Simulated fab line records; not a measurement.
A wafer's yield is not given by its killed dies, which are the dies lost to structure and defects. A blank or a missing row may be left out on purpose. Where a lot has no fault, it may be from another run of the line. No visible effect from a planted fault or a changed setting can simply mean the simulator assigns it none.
fab line records	flow n5Finfet
record: lots: 14	wafers: 41	lastDay: 19
route steps=1938 shown BEOL_M12@1654 BEOL_M13@1666
lots that met no fault: from a run of the same line without faults
startH: hours from the record's opening day to when the first of the lot's shown wafers began	waitH: hours elapsed since this lot's preceding step	" same as the row above	L1.1+2: one row covering several wafers at once	- no value, or no start given	* or withheld: withheld	< > ~ a bound
route shown NAME@n: NAME is a module with steps in the file, n the number in the route of the first one	usual: the fault-free wafers' mean and standard deviation	same: alike in all rows	chamber/n: place in a boat	sites: per-site readings	_std_site: the values' standard deviation	_edge_site: the outer-site mean with the inner-site mean subtracted	radiusMm: for every site, how far away it sits from the centre of the wafer	mask NAME#n: copy n	behind: the most recent tool/chamber to have shaped the wafer	hold: the reason the lot was held/the length of the hold in hours/how it ended	device: the transistor (n, p or np) that didn't switch	end of line: at the end of the route, the tests of the same wafers	a step given without rows: its recipe and nothing more	killed: dies lost to structure and defects at the first sort, not the wafer's yield	map: per-die view of a wafer (x killed, . not killed, _ where there is no die)
set.NAME: the setting the step ran with; set.NAME@STEP: the setting that earlier step ran with	model.NAME: the simulator's own value behind a step, which no gauge read
one table for each step of the route and one row for each wafer, over a sample of lots
services: when a tool's chamber went out of use (startH, in hours from the record's first day, below 0 if earlier), for how many hours, and the reason
== steps ==
step: N5_BEOL_M12_THK_MEAS_50
recipe: thkMeasGauge: xrf	reads: Cu_of_BEOL_M12_ECD_47
usual: M12_THK: 313/6
lot.wafer	tool	chamber	startH	waitH	M12_THK[nm]
L563.5	filmMetro-01	-	279.66	-	312
L563.6	"	-	"	"	312
L567.2	filmMetro-01	-	300.19	-	311
L567.3	"	-	"	"	315
L567.6	"	-	"	"	312
L569.1	filmMetro-01	-	315.32	-	314
L569.4	"	-	"	"	318
L569.5	"	-	"	"	305
L572.2	filmMetro-02	-	329.34	-	310
L572.5	"	-	"	"	315
L572.6	"	-	"	"	300
L574.2	filmMetro-01	-	340.75	-	318
L574.4	"	-	"	"	312
L574.5	"	-	"	"	323
L571.1	filmMetro-02	-	341.82	-	315
L571.3	"	-	"	"	316
L571.4	"	-	"	"	308
L579.2	filmMetro-02	-	368.12	-	311
L579.3	"	-	"	"	311
L579.6	"	-	"	"	312
L580.4	filmMetro-01	-	377.12	-	318
L580.5	"	-	"	"	311
L580.6	"	-	"	"	317
L582.2	filmMetro-02	-	383.63	-	313
L582.4	"	-	"	"	310
L582.6	"	-	"	"	310
L581.1	filmMetro-01	-	386.41	-	310
L581.3	"	-	"	"	310
L581.6	"	-	"	"	315
L586.2	filmMetro-01	-	391.17	-	309
L586.4	"	-	"	"	307
L586.6	"	-	"	"	308
L583.4	filmMetro-01	-	402.46	-	312
L583.5	"	-	"	"	313
L583.6	"	-	"	"	313
L584.1	filmMetro-01	-	413.74	-	313
L584.2	"	-	"	"	313
L584.4	"	-	"	"	316
L585.2	filmMetro-02	-	414.49	-	315
L585.5	"	-	"	"	310
L585.6	"	-	"	"	305
step: N5_BEOL_M13_PEB_08
recipe: pebTempC: 130	pebTimeS: 90
usual: chillPlateTempC: 23.02/0.12	exhaustPa: 44.9/0.95
lot.wafer	tool	chamber	startH	waitH	chillPlateTempC	exhaustPa
L563.5	lithoTrack-03	0	280.20	0.0	23.12	44.7
L563.6	"	0	"	"	23.09	45.3
L567.2	lithoTrack-05	0	300.90	0.0	22.88	44.7
L567.3	"	0	"	"	22.88	45.9
L567.6	"	0	"	"	22.86	45.8
L569.1	lithoTrack-03	-	315.85	0.1	-	-
L569.4	"	-	"	"	-	-
L569.5	"	-	"	"	-	-
L572.2	lithoTrack-03	-	329.99	0.0	-	-
L572.5	"	-	"	"	-	-
L572.6	"	-	"	"	-	-
L574.2	lithoTrack-03	0	341.40	0.0	23.00	44.4
L574.4	"	0	"	"	23.23	43.8
L574.5	"	0	"	"	23.21	43.3
L571.1	lithoTrack-03	0	342.35	0.1	23.17	44.5
L571.3	"	0	"	"	23.04	44.8
L571.4	"	0	"	"	23.17	43.0
L579.2	lithoTrack-01	0	368.77	0.0	23.11	43.4
L579.3	"	0	"	"	22.97	43.9
L579.6	"	0	"	"	22.92	44.3
L580.4	lithoTrack-05	0	377.71	0.0	23.07	43.5
L580.5	"	0	"	"	23.11	43.5
L580.6	"	0	"	"	22.97	43.5
L582.2	lithoTrack-05	0	384.31	0.0	22.96	45.4
L582.4	"	0	"	"	23.13	45.3
L582.6	"	0	"	"	22.97	44.1
L581.1	lithoTrack-01	0	387.07	0.1	22.95	44.8
L581.3	"	0	"	"	23.01	42.8
L581.6	"	0	"	"	22.92	45.4
L586.2	lithoTrack-01	0	391.70	0.0	22.90	45.6
L586.4	"	0	"	"	22.95	47.1
L586.6	"	0	"	"	22.94	45.4
L583.4	lithoTrack-03	0	403.11	0.0	23.07	45.7
L583.5	"	0	"	"	22.84	45.0
L583.6	"	0	"	"	23.02	45.4
L584.1	lithoTrack-05	0	414.26	0.1	22.94	45.9
L584.2	"	0	"	"	22.89	44.7
L584.4	"	0	"	"	22.89	45.1
L585.2	lithoTrack-05	0	415.02	0.0	23.06	43.1
L585.5	"	0	"	"	23.10	44.9
L585.6	"	0	"	"	23.23	46.1
step: N5_BEOL_M13_OVL_MEAS_11
recipe: pointsPerWafer: 44
usual: V12_OVL: -4/4.8
lot.wafer	tool	chamber	startH	waitH	V12_OVL[nm]
L563.5	overlay-01	0	280.35	0.0	-1
L563.6	"	0	"	"	-2
L567.2	overlay-02	0	301.05	0.0	-7
L567.3	"	0	"	"	-11
L567.6	"	0	"	"	-11
L569.1	overlay-01	0	315.99	0.0	-
L569.4	"	0	"	"	-
L569.5	"	0	"	"	-
L572.2	overlay-01	0	330.13	0.0	-
L572.5	"	0	"	"	-
L572.6	"	0	"	"	-
L574.2	overlay-01	0	341.55	0.0	-5
L574.4	"	0	"	"	-1
L574.5	"	0	"	"	-9
L571.1	overlay-01	0	342.50	0.0	-10
L571.3	"	0	"	"	-5
L571.4	"	0	"	"	-7
L579.2	overlay-02	0	368.92	0.0	2
L579.3	"	0	"	"	-3
L579.6	"	0	"	"	5
L580.4	overlay-01	0	377.85	0.0	0
L580.5	"	0	"	"	-1
L580.6	"	0	"	"	1
L582.2	overlay-02	0	384.46	0.0	3
L582.4	"	0	"	"	6
L582.6	"	0	"	"	3
L581.1	overlay-01	0	387.21	0.0	-10
L581.3	"	0	"	"	-7
L581.6	"	0	"	"	-4
L586.2	overlay-02	0	391.85	0.0	-9
L586.4	"	0	"	"	-3
L586.6	"	0	"	"	-5
L583.4	overlay-01	0	403.26	0.0	-6
L583.5	"	0	"	"	-3
L583.6	"	0	"	"	-4
L584.1	overlay-01	0	414.41	0.0	-1
L584.2	"	0	"	"	-5
L584.4	"	0	"	"	-15
L585.2	overlay-02	0	415.16	0.0	-4
L585.5	"	0	"	"	-9
L585.6	"	0	"	"	-1
step: N5_BEOL_M13_VIA_ETCH_16
recipe: chemistry: C4F8/O2/Ar	target: SiOC	pressureMtorr: 30	sourceW: 3000	biasW: 700	Ar_flow_sccm: 400	C4F8_flow_sccm: 15	O2_flow_sccm: 8	heInnerTorr: 15	heOuterTorr: 30	targetDepthA: 9217	timeS: withheld	ionEnergyEv: 250	ends: cleared
usual: drypumpMotorCurrentA: 5.5/0.34	heInnerTorr: 14.997/0.029	heOuterTorr: 30.00/0.06	mfcArSccm: 399.9/1.4	oesProductAu: 0.75/0.056	rfVppV: 665.2/2.3	showerheadPlenumPTorr: 3.41/0.087	throttleValvePct: 24.27/0.24
lot.wafer	tool	chamber	startH	waitH	drypumpMotorCurrentA	heInnerTorr	heOuterTorr	mfcArSccm	oesProductAu	rfVppV	showerheadPlenumPTorr	throttleValvePct
L563.5	rieDiel-04	1	280.60	0.1	5.6	14.965	29.93	400.4	0.83	668.8	3.49	24.30
L563.6	"	0	"	"	5.3	15.003	30.03	402.8	0.83	667.4	3.51	24.46
L567.2	rieDiel-04	1	301.24	0.1	5.6	15.010	29.88	397.4	0.82	668.6	3.48	24.30
L567.3	"	1	"	"	5.6	15.002	30.03	401.3	0.81	667.5	3.48	24.31
L567.6	"	3	"	"	5.2	14.979	30.11	400.8	0.77	663.5	3.35	24.19
L569.1	rieDiel-04	0	316.72	0.0	5.3	14.993	30.03	401.0	0.80	666.6	3.50	24.47
L569.4	"	0	"	"	5.3	15.028	30.06	401.4	0.81	667.4	3.50	24.48
L569.5	"	1	"	"	5.6	15.031	29.92	397.1	0.81	666.7	3.48	24.32
L572.2	rieDiel-04	0	330.78	0.0	5.3	14.983	29.93	399.9	0.80	666.2	3.50	24.50
L572.5	"	3	"	"	5.2	14.960	30.05	397.9	0.75	664.2	3.35	24.20
L572.6	"	1	"	"	5.6	14.996	30.04	398.0	0.80	667.3	3.48	24.32
L574.2	rieDiel-04	0	341.69	0.0	5.3	15.048	30.02	398.9	0.78	666.4	3.50	24.49
L574.4	"	3	"	"	5.2	14.989	29.95	398.3	0.75	663.7	3.34	24.20
L574.5	"	0	"	"	5.3	14.972	30.00	400.6	0.78	667.8	3.50	24.47
L571.1	rieDiel-06	3	343.06	0.0	4.9	14.987	30.15	401.6	0.63	663.0	3.34	24.17
L571.3	"	2	"	"	5.3	15.000	30.12	400.8	0.70	665.9	3.45	23.97
L571.4	"	1	"	"	5.8	15.012	29.96	399.1	0.82	664.0	3.33	23.67
L579.2	rieDiel-04	0	369.06	0.0	5.3	14.976	29.97	399.0	0.79	668.6	3.49	24.51
L579.3	"	3	"	"	5.2	14.986	30.00	400.1	0.74	663.3	3.34	24.23
L579.6	"	1	"	"	5.6	15.049	29.84	401.1	0.79	667.4	3.47	24.34
L580.4	rieDiel-01	1	378.14	0.0	5.8	15.012	29.97	398.4	0.65	669.2	3.54	24.42
L580.5	"	3	"	"	5.3	14.975	30.03	399.2	0.70	665.8	3.45	24.48
L580.6	"	0	"	"	6.4	14.967	30.02	397.4	0.77	663.9	3.31	23.76
L582.2	rieDiel-04	1	384.61	0.0	5.6	15.023	30.05	400.2	0.78	666.1	3.46	24.36
L582.4	"	0	"	"	5.3	15.010	30.05	399.8	0.77	666.9	3.49	24.53
L582.6	"	3	"	"	5.2	14.991	29.91	400.0	0.73	662.9	3.34	24.25
L581.1	rieDiel-06	0	387.36	0.0	5.5	14.964	29.95	401.1	0.62	660.6	3.24	24.69
L581.3	"	1	"	"	5.8	15.045	30.04	399.8	0.78	662.4	3.32	23.69
L581.6	"	3	"	"	4.9	15.039	29.99	400.2	0.61	663.3	3.33	24.20
L586.2	rieDiel-04	1	391.99	0.0	5.6	15.036	29.98	399.8	0.77	666.7	3.46	24.36
L586.4	"	1	"	"	5.6	15.006	29.93	398.9	0.77	667.7	3.46	24.36
L586.6	"	0	"	"	5.3	15.000	30.03	399.8	0.77	667.6	3.49	24.52
L583.4	rieDiel-04	1	403.82	0.0	5.6	14.983	29.91	402.5	0.77	666.2	3.46	24.34
L583.5	"	1	"	"	5.6	15.015	29.87	400.5	0.77	667.7	3.46	24.36
L583.6	"	0	"	"	5.3	14.971	30.03	401.3	0.76	667.2	3.49	24.51
L584.1	rieDiel-04	2	414.55	0.0	5.6	15.006	30.02	401.1	0.65	662.4	3.24	24.02
L584.2	"	0	"	"	5.3	15.012	29.97	401.3	0.75	668.9	3.48	24.54
L584.4	"	3	"	"	5.1	14.985	29.98	399.6	0.72	663.3	3.33	24.25
L585.2	rieDiel-04	1	415.31	0.0	5.6	15.002	30.03	400.3	0.76	666.5	3.46	24.37
L585.5	"	2	"	"	5.6	14.975	29.93	399.3	0.65	662.7	3.24	24.01
L585.6	"	1	"	"	5.6	14.990	30.06	399.7	0.76	666.1	3.46	24.35
== services ==
tool	chamber	startH	hours	kind
rieDiel-04	2	263.90	132.0	repair
rieDiel-06	0	275.74	19.4	repair
lithoTrack-03	-	284.29	-	consumableReplace:filter
rieDiel-04	0	299.51	10.4	repair
rieDiel-04	-	346.82	2.8	pm
rieDiel-06	1	355.26	8.1	repair
rieDiel-04	0	361.54	4.1	repair
lithoTrack-03	-	372.72	-	consumableReplace:filter
rieDiel-06	2	379.93	9.8	repair
rieDiel-06	3	391.55	-	clean
rieDiel-06	3	391.55	-	consumableReplace:focusRing
rieDiel-06	3	391.55	23.5	scheduledDown
rieDiel-06	3	391.55	23.5	ventCycle
rieDiel-04	1	394.79	8.6	repair
rieDiel-01	1	400.75	35.2	repair
rieDiel-04	3	409.51	2.2	repair
== key ==
firstSign: step: N5_BEOL_M13_PEB_08	reading: toolRecord	direction: missing
effect none on later readings
metAt N5_BEOL_M13_PEB_08
struckLots L569,L572
laterRowsLeftOut L569.1,L569.4,L569.5,L572.2,L572.5,L572.6
sortLeftOut L569.1,L569.4,L569.5,L572.2,L572.5,L572.6
notActingAt N5_BEOL_M12_THK_MEAS_50,N5_BEOL_M13_OVL_MEAS_11,N5_BEOL_M13_VIA_ETCH_16
onsetBetween 280.20 315.85
fault: kind: skippedStepWhole	tool: lithoTrack-03	chamber: -	onsetH: 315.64	steps: N5_BEOL_M13_PEB_08	scope: struckLotsOnly
sortLeftOut: the simulated sort isn't trusted on such a fault, so these wafers' sort isn't shown, and their yield isn't known
laterRowsLeftOut: the simulator's readings of these wafers behind a module that went badly wrong aren't trusted and aren't shown, but for the sort
